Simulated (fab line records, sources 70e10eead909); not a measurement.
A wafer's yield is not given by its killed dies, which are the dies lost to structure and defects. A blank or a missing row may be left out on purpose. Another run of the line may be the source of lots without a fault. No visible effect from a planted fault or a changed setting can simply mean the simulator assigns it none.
Code-filled problem report in 8D (eight disciplines) form | flow nand-harc | the parts of the form that need people (team, actions taken, sign-off) are left out

1. WHAT WENT WRONG
At NHARC_A_BONDPAD_THK_MEAS_20, thk-nm averages 30.0 nm over 6 wafers from 2 lots, while fault-free wafers read 170.3 nm, standard deviation 1.4. That is -99 or more standard deviations from the usual mean.
The step: measures by xrf.
First seen on wafer L185.1, day 29 06:58, on film-metro-01. The record holds 39 wafers of 13 lots with a number at this step. By rule, "out" or "out of limits" means more than 4 standard deviations away from the usual mean. The rest of the wafers with a number are treated as sound.

2. WHAT THIS IS AND IS NOT
question                    | is                           | is not
which readings at this step | thk-nm                       | -
which lots                  | L184, L185                   | L170, L171, L172, L177, L180, L187, L188, L189, L190, L192, L193
which wafers of those lots  | all that have a number       | -
read on which gauges        | film-metro-01, film-metro-02 | -
when                        | from day 29 06:58            | up to then (15 sound wafers); but 18 sound wafers of L187, L188, L189, L190, L192, L193 came after

3. WHAT RULES OUT EACH SUSPECT
Counting: a tool at any process step up to the reading remains a suspect when it ran all the lots that are out and ran no sound lot after the first of those.
- the gauge at NHARC_A_BONDPAD_THK_MEAS_20: ruled out. The wafers that are out were read on 2 gauges (film-metro-01, film-metro-02).
- ecd-cu-01 at NHARC_A_BONDPAD_ECD_18 (material Cu, target thk 400 nm): ruled out as a lasting fault. Following L185 (day 29 05:58), the first lot on it that is out, the sound lots L193 were run on it.
Left after counting: nothing in the record.

4. THE CAUSE (what the simulator had put in)
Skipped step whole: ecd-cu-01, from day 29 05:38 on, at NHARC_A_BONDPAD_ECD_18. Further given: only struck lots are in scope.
It was ruled out by counting, in error; the rule expects a fault to strike all lots run on its tool from its start on, and this fault did not.

5. SEQUENCE OF EFFECTS, ordered by route
Each row: a reading whose mean over the struck wafers that have a number lies more than 3 standard deviations from the usual. Scope: only readings with a usual standard deviation given in the record; hours: median across lots of the time from each lot's start at the first step in this table that gives one to its start at this step; sigmas: change in usual standard deviations.
hours | step                        | reading              | usual    | on struck wafers | change | sigmas
0     | NHARC_A_BONDPAD_THK_MEAS_20 | thk-nm               | 170.3 nm | 30.0             | -140.3 | -99 or more
31    | NHARC_END_SORT_01           | defect-limited-yield | 91 %     | 0                | -91    | -28
31    | NHARC_END_SORT_01           | killed-at-array      | 55       | 673              | +618   | +28
31    | NHARC_END_SORT_01           | killed-dies          | 59       | 677              | +618   | +28
Readings that are blank on the struck wafers while sound wafers have them: bath-heat-duty-pct at NHARC_A_BONDPAD_ECD_18; bath-temp-c at NHARC_A_BONDPAD_ECD_18.

6. HOW IT WOULD HAVE BEEN CAUGHT EARLIER
In this record the first reading out of limits at a measuring or inspecting step was taken at day 29 06:58, 1 hour after the fault began at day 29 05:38.
At NHARC_A_BONDPAD_ECD_18 the tool's readings are blank on the struck wafers, where sound wafers have them: an empty tool record is the first sign, and it was there at once.
